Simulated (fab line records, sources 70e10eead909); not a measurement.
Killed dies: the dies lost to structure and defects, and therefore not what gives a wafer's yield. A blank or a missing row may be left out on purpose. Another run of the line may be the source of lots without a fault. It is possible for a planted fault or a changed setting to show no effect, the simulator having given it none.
The tool behind it: which one? / flow nand harc / Sampling: 7 lots, 21 wafers, 3 of 1159 route steps

== WHAT EACH GAUGE READ, for each wafer ==
NHARC_END_SORT_01.
lot=L842; measured=day 22 19:23; on=prober-01; killed at array=18 15 24
lot=L847; measured=day 24 06:12; on=prober-02; killed at array=43 39 44

== WHICH TOOL RAN EACH LOT (tool, then ch and the chambers of the sampled wafers, then the start) ==
lot=L830; NHARC_P_CONTACT_DEP_00=pecvd-01 ch 0,1, day 5 21:58; NHARC_P_CONTACT_CMP_01=cmp-04 ch 0,1,2, day 5 22:26
lot=L831; NHARC_P_CONTACT_DEP_00=pecvd-01 ch 0,1, day 6 04:41; NHARC_P_CONTACT_CMP_01=cmp-01 ch 0,1,2, day 6 05:11
lot=L837; NHARC_P_CONTACT_DEP_00=pecvd-01 ch 0,2, day 7 16:15; NHARC_P_CONTACT_CMP_01=cmp-04 ch 0,2,3, day 7 16:40
lot=L842; NHARC_P_CONTACT_DEP_00=pecvd-01 ch 0,1, day 9 03:46; NHARC_P_CONTACT_CMP_01=cmp-03 ch 0,3, day 9 04:13
lot=L847; NHARC_P_CONTACT_DEP_00=pecvd-02 ch 0,2, day 10 07:44; NHARC_P_CONTACT_CMP_01=cmp-01 ch 0,1,2, day 10 08:11
lot=L849; NHARC_P_CONTACT_DEP_00=pecvd-04 ch 0,1,2, day 10 18:58; NHARC_P_CONTACT_CMP_01=cmp-01 ch 1,2, day 10 19:24
lot=L851; NHARC_P_CONTACT_DEP_00=pecvd-02 ch 0,1,2, day 11 14:50; NHARC_P_CONTACT_CMP_01=cmp-04 ch 0,1,3, day 11 15:22
- NHARC_P_CONTACT_DEP_00: deposits SiO2, target thk 500 nm.
- NHARC_P_CONTACT_CMP_01: polishes SiO2, target thk 200 nm.

== THE ANSWER, worked out from the rows above alone ==
Rule: usual is defined by the lots themselves. Put in order of their means at a reading, lots are off if they are a third of the lots or fewer, leave a main group of 4 or more, and stand apart from it by a gap of 3 or more times the standard deviation of the main group's means; of several such gaps the widest counts. A main group is skipped when, at the precision printed for the reading in the tables above, its means are all equal. A lot without any number at a reading at which 4 lots or more have one is off too. All remaining lots with rows at the step are treated as sound.
No lot is off on any of the readings shown, so nothing can be concluded from this.

== WHAT THE SIMULATOR HAD INSERTED ==
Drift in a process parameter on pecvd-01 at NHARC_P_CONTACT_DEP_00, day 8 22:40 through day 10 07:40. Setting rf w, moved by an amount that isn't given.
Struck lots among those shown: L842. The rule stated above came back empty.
